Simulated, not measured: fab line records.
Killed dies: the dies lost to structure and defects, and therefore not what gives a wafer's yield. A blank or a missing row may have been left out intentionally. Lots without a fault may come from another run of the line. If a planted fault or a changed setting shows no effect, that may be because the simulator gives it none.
fab line records    flow n5_finfet    part 1 of 2: steps 1 to 18 of 25
[record] lots = 5  wafers = 15  last_day = 16
route steps=1938 shown BEOL_M0_SAQP@647
lots with no fault: from the same line, run without faults
start_h: the number of hours between the record's first day and the start of the first shown wafer of the lot    wait_h: time in hours since the lot's previous step    " same as the row above    L1.1+2: a row that stands for several wafers    - no value, or no start given    * or withheld: withheld    < > ~ a bound
route shown NAME@n: names a module that has steps shown in the file, with the first one's number in the route    usual: mean/standard deviation of fault-free wafers    same: alike in all rows    chamber/n: place in a boat    sites: the reading at each site    _std_site: the standard deviation of these    _edge_site: the outer-site mean with the inner-site mean subtracted    radius_mm: for every site, how far away it sits from the centre of the wafer    mask NAME#n: copy n    behind: the tool/chamber that last shaped the wafer    hold: what put the lot on hold/how long, in hours/how the hold closed    device: the n, p or np transistor that did not switch    end of line: the route-end tests of the same wafers    a step with no rows: only its recipe    killed: dies lost to structure and defects at the first sort, not the wafer's yield    map: dies across one wafer; x = killed, . = not, _ = none there
set.NAME: the setting as run; set.NAME@STEP: as run at that earlier step    model.NAME: the simulator's own value behind a step, which no gauge read
a table for each step, a row for each wafer; lots at some steps of the route
services: a tool's chamber out of use, with start hour (start_h, from the record's first day; less than 0 if before it), hours out, and reason
[[steps]]
[step N5_BEOL_M0_SAQP_PEB_12]
[recipe] peb_temp_c = withheld  peb_time_s = 60  resist = CAR-ArF
[usual] resist_line_temp_C = 22.99/0.098
lot.wafer  tool            chamber  start_h  wait_h  resist_line_temp_C
L075.2     litho_track-04  0        112.04   0.0     23.02
L075.4     "               0        "        "       22.91
L075.6     "               0        "        "       22.89
L078.2     litho_track-01  0        128.87   0.0     23.00
L078.3     "               0        "        "       22.91
L078.4     "               0        "        "       22.85
L090.2     litho_track-04  0        207.28   0.0     22.78
L090.3     "               0        "        "       22.81
L090.4     "               0        "        "       22.77
L091.2     litho_track-05  0        210.96   0.0     22.99
L091.4     "               0        "        "       22.95
L091.5     "               0        "        "       23.00
L093.1     litho_track-04  0        223.88   0.1     23.01
L093.2     "               0        "        "       22.83
L093.4     "               0        "        "       22.96
[step N5_BEOL_M0_SAQP_DEVELOP_13]
[recipe] develop_time_s = 30  developer = TMAH  resist = CAR-ArF  dev_temp_c = 23  rinse_liquid = diw  dry = air_spin
[usual] resist_line_temp_C = 23.02/0.089
lot.wafer  tool            chamber  start_h  wait_h  resist_line_temp_C
L075.2     litho_track-04  0        -        -       22.99
L075.4     "               0        "        "       23.17
L075.6     "               0        "        "       22.97
L078.2     litho_track-01  0        -        -       22.97
L078.3     "               0        "        "       23.01
L078.4     "               0        "        "       23.02
L090.2     litho_track-04  0        -        -       23.03
L090.3     "               0        "        "       23.13
L090.4     "               0        "        "       23.05
L091.2     litho_track-05  0        -        -       23.12
L091.4     "               0        "        "       22.99
L091.5     "               0        "        "       22.86
L093.1     litho_track-04  0        -        -       23.10
L093.2     "               0        "        "       23.01
L093.4     "               0        "        "       23.23
[step N5_BEOL_M0_SAQP_CD_MEAS_14]
[recipe] target_cd_nm = 42.5  landing_energy_ev = 500  detector = se_inlens
[usual] cd_nm = 42.4/0.33
lot.wafer  tool       chamber  start_h  wait_h  cd_nm
L075.2     cd_sem-02  0        112.11   -       42.5
L075.4     "          0        "        "       42.6
L075.6     "          0        "        "       42.6
L078.2     cd_sem-02  0        128.94   -       42.0
L078.3     "          0        "        "       42.3
L078.4     "          0        "        "       42.5
L090.2     cd_sem-01  0        207.35   -       42.4
L090.3     "          0        "        "       41.9
L090.4     "          0        "        "       42.9
L091.2     cd_sem-01  0        211.02   -       42.0
L091.4     "          0        "        "       42.3
L091.5     "          0        "        "       42.5
L093.1     cd_sem-03  0        223.94   -       42.2
L093.2     "          0        "        "       41.7
L093.4     "          0        "        "       41.6
[step N5_BEOL_M0_SAQP_OVL_MEAS_15]
[recipe] points_per_wafer = 44
[usual] M0_CORE_OVL = -0.2/0.79
lot.wafer  tool        chamber  start_h  wait_h  M0_CORE_OVL[nm]
L075.2     overlay-01  0        112.13   0.0     1.1
L075.4     "           0        "        "       0.1
L075.6     "           0        "        "       0.5
L078.2     overlay-01  0        128.97   0.0     -0.2
L078.3     "           0        "        "       -0.5
L078.4     "           0        "        "       -0.5
L090.2     overlay-01  0        207.38   0.0     0.2
L090.3     "           0        "        "       -1.4
L090.4     "           0        "        "       0.2
L091.2     overlay-02  0        211.05   0.0     -0.7
L091.4     "           0        "        "       -0.4
L091.5     "           0        "        "       0.0
L093.1     overlay-02  0        223.97   0.0     -0.7
L093.2     "           0        "        "       -0.4
L093.4     "           0        "        "       -0.2
[step N5_BEOL_M0_SAQP_INSPECT_16]
[recipe] mode = adi  inspect_instrument = brightfield
[usual] raw_defect_count = 496/120
lot.wafer  tool               chamber  start_h  wait_h  raw_defect_count
L075.2     defect_inspect-02  -        112.16   0.0     546
L075.4     "                  -        "        "       890
L075.6     "                  -        "        "       577
L078.2     defect_inspect-02  -        128.99   0.0     570
L078.3     "                  -        "        "       415
L078.4     "                  -        "        "       415
L090.2     defect_inspect-01  -        207.40   0.0     499
L090.3     "                  -        "        "       704
L090.4     "                  -        "        "       854
L091.2     defect_inspect-01  -        211.08   0.0     508
L091.4     "                  -        "        "       357
L091.5     "                  -        "        "       392
L093.1     defect_inspect-02  -        224.00   0.0     577
L093.2     "                  -        "        "       386
L093.4     "                  -        "        "       597
[step N5_BEOL_M0_SAQP_DESCUM_19]
[recipe] chemistry = O2  time_s = 7.9  source_power_w = 50  bias_power_w = 20  pressure_mtorr = 20  rf_frequency_hz = 2.712e+07  temp_c = 40  resist = CAR-ArF  o2_flow_sccm = 225
[usual] drypump_motor_current_A = 5.8/0.47  o2_flow_sccm = 224.9/0.76  oes_product_au = 0.73/0.049  rf_vpp_V = 242.8/1.4  showerhead_plenum_p_Torr = 2.07/0.081  throttle_valve_pct = 20.46/0.16
lot.wafer  tool         chamber  start_h  wait_h  drypump_motor_current_A  o2_flow_sccm  oes_product_au  rf_hours_counter_h  rf_vpp_V  showerhead_plenum_p_Torr  throttle_valve_pct
L075.2     rie_diel-04  0        112.19   0.0     6.4                      224.1         0.74            197                 241.5     1.97                      20.54
L075.4     "            1        "        "       6.0                      226.1         0.74            140                 243.5     2.18                      20.41
L075.6     "            2        "        "       5.4                      222.0         0.78            -                   242.2     2.09                      20.33
L078.2     rie_diel-03  0        129.28   0.3     5.9                      225.6         0.70            222                 241.9     1.97                      20.41
L078.3     "            2        "        "       5.3                      224.3         0.73            179                 245.4     2.08                      20.19
L078.4     "            1        "        "       6.5                      225.5         0.72            168                 244.1     2.11                      20.72
L090.2     rie_diel-04  1        207.44   0.0     6.0                      225.7         0.71            167                 243.7     2.17                      20.45
L090.3     "            2        "        "       5.4                      224.3         0.75            158                 242.6     2.08                      20.37
L090.4     "            0        "        "       6.4                      225.0         0.71            220                 242.4     1.96                      20.59
L091.2     rie_diel-03  0        211.11   0.0     5.9                      225.4         0.70            245                 240.0     1.96                      20.46
L091.4     "            1        "        "       6.5                      223.7         0.72            190                 242.8     2.10                      20.74
L091.5     "            2        "        "       5.3                      224.4         0.72            -                   243.8     2.07                      20.22
L093.1     rie_diel-03  1        224.03   0.0     6.4                      225.6         0.70            195                 242.2     2.10                      20.75
L093.2     "            2        "        "       5.3                      224.5         0.71            208                 241.6     2.07                      20.25
L093.4     "            3        "        "       5.3                      226.3         0.72            185                 242.3     1.99                      20.64
[step N5_BEOL_M0_SAQP_ETCH_83]
[recipe] chemistry = CF4  target = SiARC  target_depth_a = 390  mask_material = CAR-ArF  time_s = 65  ion_energy_ev = 80  pressure_mtorr = 40  source_w = 545  bias_w = 36  Ar_flow_sccm = 100  cf4_flow_sccm = 100  ends = cleared
[usual] drypump_motor_current_A = 5.8/0.47  etch_rf_on_time_s = 64.8/1.3  oes_product_au = 0.63/0.039  rf_vpp_V = 183.7/1.3  showerhead_plenum_p_Torr = 2.12/0.07  throttle_valve_pct = 15.67/0.14
lot.wafer  tool         chamber  start_h  wait_h  drypump_motor_current_A  etch_rf_on_time_s  oes_product_au  rf_hours_counter_h  rf_vpp_V  showerhead_plenum_p_Torr  throttle_valve_pct
L075.2     rie_diel-04  0        112.23   0.0     6.3                      62.0               0.63            197                 183.5     2.05                      15.99
L075.4     "            1        "        "       6.0                      63.0               0.64            140                 185.1     2.23                      15.63
L075.6     "            2        "        "       5.4                      63.2               0.66            -                   183.4     2.15                      15.60
L078.2     rie_diel-03  0        129.32   0.0     5.9                      65.1               0.60            222                 183.6     2.04                      15.77
L078.3     "            2        "        "       5.3                      65.1               0.63            179                 183.3     2.13                      15.45
L078.4     "            1        "        "       6.4                      65.8               0.62            168                 182.4     2.12                      15.68
L090.2     rie_diel-04  1        207.47   0.0     6.0                      63.3               0.62            167                 186.5     2.22                      15.67
L090.3     "            2        "        "       5.4                      63.7               0.64            158                 184.4     2.14                      15.64
L090.4     "            0        "        "       6.3                      63.4               0.61            220                 182.7     2.04                      16.04
L091.2     rie_diel-03  0        211.14   0.0     5.9                      64.0               0.59            245                 184.0     2.03                      15.82
L091.4     "            1        "        "       6.5                      64.4               0.60            190                 183.7     2.11                      15.70
L091.5     "            2        "        "       5.3                      65.3               0.61            -                   183.7     2.13                      15.49
L093.1     rie_diel-03  1        224.07   0.0     6.4                      65.3               0.61            195                 182.2     2.11                      15.71
L093.2     "            2        "        "       5.3                      65.2               0.61            208                 183.8     2.13                      15.52
L093.4     "            3        "        "       5.3                      66.0               0.61            185                 181.9     2.04                      15.76
[step N5_BEOL_M0_SAQP_ETCH_84]
[recipe] chemistry = N2/H2  target = SOC  target_depth_a = 1000  overetch_a = 200  mask_material = SiARC  temp_c = 40  time_s = 150  ion_energy_ev = 200  pressure_mtorr = 30  source_w = 840  bias_w = 150  n2_flow_sccm = 200  h2_flow_sccm = 200
[usual] drypump_motor_current_A = 5.8/0.47  oes_product_au = 0.66/0.041  rf_vpp_V = 523.3/2.7  showerhead_plenum_p_Torr = 2.51/0.09  throttle_valve_pct = 17.83/0.11
lot.wafer  tool         chamber  start_h  wait_h  drypump_motor_current_A  oes_product_au  rf_hours_counter_h  rf_vpp_V  showerhead_plenum_p_Torr  throttle_valve_pct
L075.2     rie_diel-04  0        112.28   0.0     6.3                      0.65            197                 521.3     2.40                      18.01
L075.4     "            1        "        "       6.0                      0.66            140                 526.1     2.65                      17.86
L075.6     "            2        "        "       5.4                      0.69            -                   524.6     2.54                      17.74
L078.2     rie_diel-03  0        129.37   0.0     5.9                      0.62            222                 519.8     2.41                      17.91
L078.3     "            2        "        "       5.3                      0.66            179                 523.9     2.54                      17.78
L078.4     "            1        "        "       6.5                      0.65            168                 522.7     2.53                      17.82
L090.2     rie_diel-04  1        207.52   0.0     6.0                      0.64            167                 526.6     2.64                      17.92
L090.3     "            2        "        "       5.4                      0.66            159                 525.0     2.53                      17.78
L090.4     "            0        "        "       6.4                      0.63            220                 519.7     2.39                      18.05
L091.2     rie_diel-03  0        211.19   0.0     5.9                      0.61            245                 520.4     2.40                      17.97
L091.4     "            1        "        "       6.5                      0.63            190                 523.8     2.52                      17.84
L091.5     "            2        "        "       5.3                      0.64            -                   524.3     2.53                      17.83
L093.1     rie_diel-03  1        224.12   0.0     6.4                      0.64            195                 524.7     2.52                      17.87
L093.2     "            2        "        "       5.3                      0.63            208                 521.2     2.53                      17.83
L093.4     "            3        "        "       5.3                      0.65            185                 520.1     2.41                      17.91
[step N5_BEOL_M0_SAQP_STRIP_80]
[recipe] chemistry = N2/H2  temp_c = 40  n2_flow_sccm = 200  h2_flow_sccm = 200  rf_frequency_hz = 6e+07
lot.wafer   tool         chamber  start_h  wait_h
L075.2+4+6  rie_diel-04  0,1,2    112.37   0.0
L078.2+3+4  rie_diel-03  0,2,1    129.47   0.0
L090.2+3+4  rie_diel-04  1,2,0    207.62   0.0
L091.2+4+5  rie_diel-03  0,1,2    211.29   0.0
L093.1+2+4  rie_diel-03  1,2,3    224.21   0.0
[step N5_BEOL_M0_SAQP_HM_OPEN_112]
[recipe] chemistry = CHF3/O2  target = SiO2  stop_on = a-Si  target_depth_a = 120  over_etch_frac = 1.25  mask_material = SOC  time_s = 13.5  pressure_mtorr = 30  source_w = 650  bias_w = 170  Ar_flow_sccm = 200  CHF3_flow_sccm = 50  O2_flow_sccm = 5  ion_energy_ev = 200  ends = end_point
[usual] drypump_motor_current_A = 5.8/0.47  oes_product_au = 0.48/0.031  rf_vpp_V = 524/5.3  showerhead_plenum_p_Torr = 2.39/0.079  throttle_valve_pct = 18.88/0.17
lot.wafer  tool         chamber  start_h  wait_h  drypump_motor_current_A  oes_product_au  rf_hours_counter_h  rf_vpp_V  showerhead_plenum_p_Torr  throttle_valve_pct
L075.2     rie_diel-04  0        112.38   0.0     6.3                      0.48            197                 531       2.31                      19.21
L075.4     "            1        "        "       6.0                      0.49            140                 522       2.51                      18.87
L075.6     "            2        "        "       5.4                      0.50            -                   519       2.41                      18.79
L078.2     rie_diel-03  0        129.48   0.0     5.9                      0.46            222                 526       2.30                      19.03
L078.3     "            2        "        "       5.3                      0.48            179                 519       2.39                      18.61
L078.4     "            1        "        "       6.5                      0.48            168                 522       2.39                      18.88
L090.2     rie_diel-04  1        207.63   0.0     6.0                      0.47            167                 521       2.50                      18.91
L090.3     "            2        "        "       5.4                      0.49            159                 517       2.40                      18.84
L090.4     "            0        "        "       6.3                      0.47            220                 533       2.30                      19.26
L091.2     rie_diel-03  0        211.30   0.0     5.9                      0.45            245                 527       2.29                      19.05
L091.4     "            1        "        "       6.5                      0.47            190                 522       2.38                      18.91
L091.5     "            2        "        "       5.3                      0.47            -                   519       2.39                      18.64
L093.1     rie_diel-03  1        224.22   0.0     6.5                      0.46            195                 522       2.38                      18.90
L093.2     "            2        "        "       5.3                      0.46            208                 519       2.38                      18.66
L093.4     "            3        "        "       5.3                      0.47            185                 522       2.30                      19.04
[step N5_BEOL_M0_SAQP_STRIP_113]
[recipe] chemistry = CHF3/O2  resist = SiARC  rf_frequency_hz = 6e+07
lot.wafer   tool         chamber  start_h  wait_h
L075.2+4+6  rie_diel-04  0,1,2    112.44   0.0
L078.2+3+4  rie_diel-03  0,2,1    129.53   0.0
L090.2+3+4  rie_diel-04  1,2,0    207.68   0.0
L091.2+4+5  rie_diel-03  0,1,2    211.35   0.0
L093.1+2+4  rie_diel-03  1,2,3    224.28   0.0
[step N5_BEOL_M0_SAQP_MANDREL_ETCH_20]
[recipe] target_depth_a = 600  chemistry = HBr/Cl2  target = a-Si  stop_on = SiNx  bt_time_s = 10  mask_material = SOC  over_etch_frac = 0.5  time_s = 30  pressure_mtorr = 10  icp_w = 800  bias_w = 75  HBr_flow_sccm = 150  Cl2_flow_sccm = 80  ends = end_point
[usual] drypump_motor_current_A = 5.6/0.5  oes_product_au = 0.774/0.01  throttle_valve_pct = 35.4/0.34
lot.wafer  tool       chamber  start_h  wait_h  drypump_motor_current_A  oes_product_au  rf_hours_counter_h  throttle_valve_pct
L075.2     rie_si-04  3        112.47   0.0     4.9                      0.759           54                  35.8
L075.4     "          0        "        "       5.6                      0.778           124                 35.5
L075.6     "          2        "        "       5.8                      0.794           -                   35.5
L078.2     rie_si-04  2        129.56   0.0     5.8                      0.782           3                   35.5
L078.3     "          0        "        "       5.5                      0.774           125                 35.5
L078.4     "          3        "        "       4.9                      0.780           54                  35.8
L090.2     rie_si-06  1        207.71   0.0     6.7                      0.763           25                  35.6
L090.3     "          3        "        "       4.9                      0.762           165                 35.6
L090.4     "          0        "        "       6.3                      0.777           86                  35.5
L091.2     rie_si-04  0        211.38   0.0     5.6                      0.764           126                 35.6
L091.4     "          1        "        "       5.0                      0.786           0                   34.7
L091.5     "          3        "        "       4.9                      0.767           -                   35.8
L093.1     rie_si-04  0        224.31   0.0     5.6                      0.771           127                 35.6
L093.2     "          3        "        "       4.9                      0.760           56                  35.8
L093.4     "          2        "        "       5.8                      0.775           5                   35.6
[step N5_BEOL_M0_SAQP_STRIP_86]
[recipe] chemistry = N2/H2  power_w = 500  temp_c = 40  pressure_mtorr = 50  rf_frequency_hz = 6e+07  overash_fraction = 0.3  bias_power_w = 28  h2_frac = 0.5  n2_flow_sccm = 300  h2_flow_sccm = 300
[usual] drypump_motor_current_A = 5.9/0.51  oes_product_au = 0.74/0.058  rf_vpp_V = 121.8/1.6  showerhead_plenum_p_Torr = 3.33/0.11  throttle_valve_pct = 18.85/0.24
lot.wafer  tool         chamber  start_h  wait_h  drypump_motor_current_A  oes_product_au  rf_hours_counter_h  rf_vpp_V  showerhead_plenum_p_Torr  throttle_valve_pct
L075.2     rie_diel-03  3        112.57   0.1     5.3                      0.75            152                 122.8     3.20                      18.86
L075.4     "            2        "        "       5.3                      0.74            175                 121.4     3.36                      19.23
L075.6     "            1        "        "       6.5                      0.73            -                   122.6     3.35                      18.61
L078.2     rie_diel-02  2        129.66   0.1     6.1                      0.74            147                 122.0     3.36                      18.57
L078.3     "            1        "        "       6.2                      0.76            133                 120.9     3.24                      18.74
L078.4     "            0        "        "       5.1                      0.82            85                  124.3     3.52                      18.90
L090.2     rie_diel-02  0        207.81   0.1     5.1                      0.81            109                 122.5     3.51                      18.94
L090.3     "            2        "        "       6.1                      0.72            169                 123.8     3.34                      18.58
L090.4     "            1        "        "       6.2                      0.75            155                 120.5     3.23                      18.78
L091.2     rie_diel-03  0        211.63   0.2     5.9                      0.68            245                 121.5     3.17                      19.01
L091.4     "            2        "        "       5.3                      0.72            204                 121.2     3.34                      19.31
L091.5     "            1        "        "       6.5                      0.71            -                   120.7     3.33                      18.64
L093.1     rie_diel-02  1        224.66   0.3     6.2                      0.74            161                 120.6     3.22                      18.82
L093.2     "            2        "        "       6.1                      0.72            175                 122.5     3.34                      18.58
L093.4     "            0        "        "       5.1                      0.79            114                 121.0     3.51                      18.94
[step N5_BEOL_M0_SAQP_STRIP_115]
[recipe] chemistry = post_etch_residue_remover  time_s = 60  temp_c = 25  remover_ph = withheld  remover_water_wt_pct = withheld  remover_fluoride_wt_pct = withheld
lot.wafer   tool          chamber  start_h  wait_h
L075.2+4+6  wet_bench-01  1,4,5    112.63   -
L078.2+3+4  wet_bench-06  5,0,4    129.73   -
L090.2+3+4  wet_bench-04  2,7,3    207.88   -
L091.2+4+5  wet_bench-01  4,0,3    211.70   -
L093.1+2+4  wet_bench-04  3,5,6    224.72   -
[step N5_BEOL_M0_SAQP_SRD_93]
[recipe] dry = ipa_marangoni  time_s = 30  temp_c = 23  rinse_liquid = diw
lot.wafer   tool          chamber  start_h  wait_h
L075.2+4+6  wet_bench-01  1,4,5    112.65   0.0
L078.2+3+4  wet_bench-06  5,0,4    129.74   0.0
L090.2+3+4  wet_bench-04  2,7,3    207.90   0.0
L091.2+4+5  wet_bench-01  4,0,3    211.72   0.0
L093.1+2+4  wet_bench-04  3,5,6    224.74   0.0
[step N5_BEOL_M0_SAQP_RECESS_114]
[recipe] chemistry = HF/NH3  target = SiO2  target_depth_a = 144  afs_cycles = 3  temp_c = 30  sublimation_temp_c = 180  sublimation_time_s = 60
[usual] drypump_motor_current_A = 5.3/0.49
lot.wafer  tool           chamber  start_h  wait_h  drypump_motor_current_A
L075.2     vapor_etch-02  1        112.70   0.0     4.8
L075.4     "              0        "        "       5.2
L075.6     "              1        "        "       4.8
L078.2     vapor_etch-01  0        129.79   0.0     5.6
L078.3     "              1        "        "       6.1
L078.4     "              0        "        "       5.6
L090.2     vapor_etch-02  1        207.94   0.0     4.7
L090.3     "              1        "        "       4.7
L090.4     "              0        "        "       5.2
L091.2     vapor_etch-01  0        211.76   0.0     5.6
L091.4     "              0        "        "       5.6
L091.5     "              0        "        "       5.6
L093.1     vapor_etch-01  0        224.79   0.0     5.6
L093.2     "              1        "        "       6.1
L093.4     "              1        "        "       6.1
[step N5_BEOL_M0_SAQP_SPACER1_ALD_98]
[recipe] material = SiO2  target_thk_a = 128  temp_c = 300  ald_precursor_family = BDEAS  ald_co_reactant = O2-plasma  pulse_time_s = 1  purge_time_s = 2  co_reactant_purge_time_s = 2  ald_cycles = 138  pressure_torr = 2
[usual] heater_power_w = 480/57  precursor_pulse_height_rel = 0.999/0.018
[same] co_reactant_purge_time_s = 2
lot.wafer  tool        chamber  start_h  wait_h  heater_power_w  precursor_pulse_height_rel
L075.2     ald_sin-03  1        113.08   0.3     531             0.967
L075.4     "           2        "        "       494             0.996
L075.6     "           2        "        "       473             0.971
L078.2     ald_sin-04  3        130.24   0.3     394             0.981
L078.3     "           1        "        "       482             0.996
L078.4     "           0        "        "       368             0.998
L090.2     ald_sin-03  3        208.33   0.3     504             0.998
L090.3     "           2        "        "       484             1.008
L090.4     "           0        "        "       516             1.021
L091.2     ald_sin-02  0        212.54   0.7     491             0.984
L091.4     "           3        "        "       492             1.009
L091.5     "           0        "        "       493             1.027
L093.1     ald_sin-03  0        225.17   0.3     508             0.983
L093.2     "           1        "        "       538             0.999
L093.4     "           3        "        "       501             0.989
[step N5_BEOL_M0_SAQP_SPACER1_ETCHBACK_99]
[recipe] chemistry = CHF3/O2  mode = anisotropic_etchback  target = SiO2  target_depth_a = 154  time_s = 7.7  pressure_mtorr = 30  source_w = 650  bias_w = 170  Ar_flow_sccm = 200  CHF3_flow_sccm = 50  O2_flow_sccm = 5  ion_energy_ev = 200
[usual] drypump_motor_current_A = 5.9/0.48  oes_product_au = 0.74/0.051  rf_vpp_V = 525/5.7  showerhead_plenum_p_Torr = 2.40/0.082  throttle_valve_pct = 18.93/0.17
lot.wafer  tool         chamber  start_h  wait_h  drypump_motor_current_A  oes_product_au  rf_hours_counter_h  rf_vpp_V  showerhead_plenum_p_Torr  throttle_valve_pct
L075.2     rie_diel-04  3        113.68   0.4     5.9                      0.74            157                 534       2.52                      18.93
L075.4     "            2        "        "       5.5                      0.77            131                 518       2.41                      18.86
L075.6     "            3        "        "       6.0                      0.73            -                   534       2.52                      18.92
L078.2     rie_diel-03  3        130.71   0.3     5.3                      0.73            159                 523       2.31                      19.07
L078.3     "            2        "        "       5.3                      0.72            179                 521       2.40                      18.66
L078.4     "            0        "        "       5.9                      0.69            223                 526       2.30                      19.11
L090.2     rie_diel-04  3        208.80   0.3     5.9                      0.71            186                 534       2.51                      18.97
L090.3     "            0        "        "       6.3                      0.72            221                 534       2.30                      19.33
L090.4     "            2        "        "       5.4                      0.74            159                 518       2.40                      18.91
L091.2     rie_diel-02  1        213.01   0.3     6.1                      0.74            157                 520       2.31                      18.81
L091.4     "            0        "        "       5.1                      0.79            -                   533       2.53                      18.84
L091.5     "            1        "        "       6.2                      0.74            -                   519       2.31                      18.82
L093.1     rie_diel-03  3        225.65   0.3     5.3                      0.72            186                 522       2.30                      19.10
L093.2     "            2        "        "       5.3                      0.71            208                 520       2.38                      18.70
L093.4     "            2        "        "       5.3                      0.71            -                   520       2.38                      18.70
